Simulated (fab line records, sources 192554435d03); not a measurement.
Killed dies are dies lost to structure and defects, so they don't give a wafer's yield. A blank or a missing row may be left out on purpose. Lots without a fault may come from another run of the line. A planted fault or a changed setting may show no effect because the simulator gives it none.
Which tool did it? | flow n5_finfet | 10 lots, 30 wafers sampled, at 5 steps of a route of 1938

WHAT THE GAUGES READ, wafer by wafer
N5_BEOL_M7_THK_MEAS_01.
lot  | measured     | on            | M7_ILD_THK (nm)
L791 | day 9 17:02  | film_metro-02 | 148.8 151.6 154.4
L790 | day 10 00:54 | film_metro-01 | 151.8 156.2 155.0
L789 | day 10 22:56 | film_metro-01 | 153.9 157.2 158.1
L796 | day 10 22:59 | film_metro-02 | 152.4 153.3 154.5
L799 | day 11 20:13 | film_metro-02 | 146.2 153.6 152.3
L801 | day 12 15:32 | film_metro-02 | 150.7 143.2 153.3
L807 | day 13 23:49 | film_metro-02 | 152.5 156.3 157.8
L808 | day 14 17:10 | film_metro-01 | 150.2 152.7 154.2
L811 | day 15 12:50 | film_metro-01 | 151.7 152.9 152.6
L812 | day 15 13:06 | film_metro-02 | 153.7 157.2 156.7

WHICH TOOL RAN EACH LOT (tool, then ch and the chambers of the sampled wafers, then the start)
lot  | N5_BEOL_M6_ETCH_41                            | N5_BEOL_M6_SURFACE_TREAT_79  | N5_BEOL_M6_SPUTTER_48        | N5_BEOL_M7_ILD_DEP_00
L791 | rie_diel-05 ch 1,2, day 9 15:16 or earlier    | pvd_sputter-01, day 9 15:16  | pvd_sputter-01, day 9 15:26  | pecvd-02 ch 0,1,2, day 9 16:28
L790 | rie_diel-03 ch 0,1,2, day 9 23:07 or earlier  | pvd_sputter-02, day 9 23:07  | pvd_sputter-02, day 9 23:19  | pecvd-02 ch 0,1, day 10 00:18
L789 | rie_diel-05 ch 1,2,3, day 10 20:05 or earlier | pvd_sputter-03, day 10 20:05 | pvd_sputter-03, day 10 20:39 | pecvd-04 ch 0,1, day 10 21:53
L796 | rie_diel-03 ch 0,2, day 10 20:34 or earlier   | pvd_sputter-03, day 10 20:34 | pvd_sputter-03, day 10 20:51 | pecvd-03 ch 1,2, day 10 22:25
L799 | rie_diel-05 ch 0,3, day 11 18:17 or earlier   | pvd_sputter-03, day 11 18:17 | pvd_sputter-02, day 11 18:37 | pecvd-03 ch 0,1, day 11 19:38
L801 | rie_diel-05 ch 2,3, day 12 13:47 or earlier   | pvd_sputter-03, day 12 13:47 | pvd_sputter-03, day 12 13:58 | pecvd-03 ch 0,1,2, day 12 14:58
L807 | rie_diel-05 ch 0,1,2, day 13 21:46 or earlier | pvd_sputter-03, day 13 21:46 | pvd_sputter-02, day 13 21:59 | pecvd-04 ch 0,1, day 13 23:14
L808 | rie_diel-03 ch 0,1,3, day 14 14:29 or earlier | pvd_sputter-02, day 14 14:29 | pvd_sputter-03, day 14 14:58 | pecvd-02 ch 1,2, day 14 16:35
L811 | rie_diel-03 ch 0,2,3, day 15 10:35 or earlier | pvd_sputter-01, day 15 10:35 | pvd_sputter-01, day 15 10:56 | pecvd-03 ch 0,2, day 15 12:15
L812 | rie_diel-01 ch 0,2,3, day 15 10:53 or earlier | pvd_sputter-03, day 15 10:53 | pvd_sputter-03, day 15 11:08 | pecvd-04 ch 0,1, day 15 12:19
- N5_BEOL_M6_ETCH_41: etches SiCN in CH3F/O2, target depth 29.7 nm, time 52 s.
- N5_BEOL_M6_SURFACE_TREAT_79
- N5_BEOL_M6_SPUTTER_48: material Cu, target thk 10 nm, time 1.667 s.
- N5_BEOL_M7_ILD_DEP_00: deposits SiCOH lowk from DEMS/porogen, target thk 179.75 nm, time 33.4 s.

THE ANSWER, worked out from the rows above alone
Rule: what is usual is taken from the lots themselves. Put in order of their means at a reading, lots are off if they are a third of the lots or fewer, leave a main group of 4 or more, and stand apart from it by a gap of 3 or more times the standard deviation of the main group's means; of several such gaps the widest counts. A main group whose means are all the same, to the digits that the tables above print for the reading, isn't used. A lot without any number at a reading at which 4 lots or more have one is off too. The other lots that the step has rows for count as sound.
No lot is off at any reading shown: from this, nothing can be told.

WHAT THE SIMULATOR HAD PUT IN
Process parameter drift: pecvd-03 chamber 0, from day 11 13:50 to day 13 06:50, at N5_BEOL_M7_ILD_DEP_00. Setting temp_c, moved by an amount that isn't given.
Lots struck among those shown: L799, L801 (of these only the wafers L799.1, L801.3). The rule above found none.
